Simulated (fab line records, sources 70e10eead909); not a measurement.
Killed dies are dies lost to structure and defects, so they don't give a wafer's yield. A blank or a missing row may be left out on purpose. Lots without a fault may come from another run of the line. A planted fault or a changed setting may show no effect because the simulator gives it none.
Chamber matching | flow nand_harc | NHARC_A_STAIRCASE_DESCUM_252 on rie_diel-02: 4 sister chambers
The step chemistry O2, time 3 s. 4 wafers are shown with their chamber, then 12 later ones without.

WAFERS WITH THEIR CHAMBER
wafer  | chamber | drypump_motor_current_A (A)
L087.6 | 3       | 5.2
L085.1 | 0       | 5.2
L085.2 | 1       | 6.2
L085.4 | 2       | 5.0

WAFERS WITHOUT THEIR CHAMBER
wafer  | drypump_motor_current_A (A)
L090.1 | 6.2
L090.2 | 5.2
L090.6 | 5.2
L093.1 | 6.2
L093.5 | 4.9
L093.6 | 6.2
L093.2 | 5.2
L093.3 | 4.9
L093.4 | 5.2
L097.1 | 5.0
L097.3 | 5.2
L097.4 | 6.2

WHICH CHAMBER EACH WENT THROUGH
wafer  | from the rows above     | in truth
L090.1 | 1                       | 1
L090.2 | can't be placed: 0 or 3 | 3
L090.6 | can't be placed: 0 or 3 | 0
L093.1 | 1                       | 1
L093.5 | 2                       | 2
L093.6 | 1                       | 1
L093.2 | can't be placed: 0 or 3 | 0
L093.3 | 2                       | 2
L093.4 | can't be placed: 0 or 3 | 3
L097.1 | 2                       | 2
L097.3 | can't be placed: 0 or 3 | 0
L097.4 | 1                       | 1
Placed correctly: 7 of 12. Can't be placed from these rows: 5 (the true chamber is among the candidates in 5). Placed wrongly: 0.
How it was worked out, from the rows above alone: a wafer's distance from a chamber is the root of the sum, over the readings, of the square of ((its reading less the chamber's mean) divided by the reading's scatter). The wafer belongs to the nearest chamber; if the next one is less than 2 further off, it can't be placed. A chamber's mean is the mean of its shown wafers. The scatter: with one shown wafer a chamber, the root of the mean of the squares of how far each hidden wafer lies from its nearest shown one.
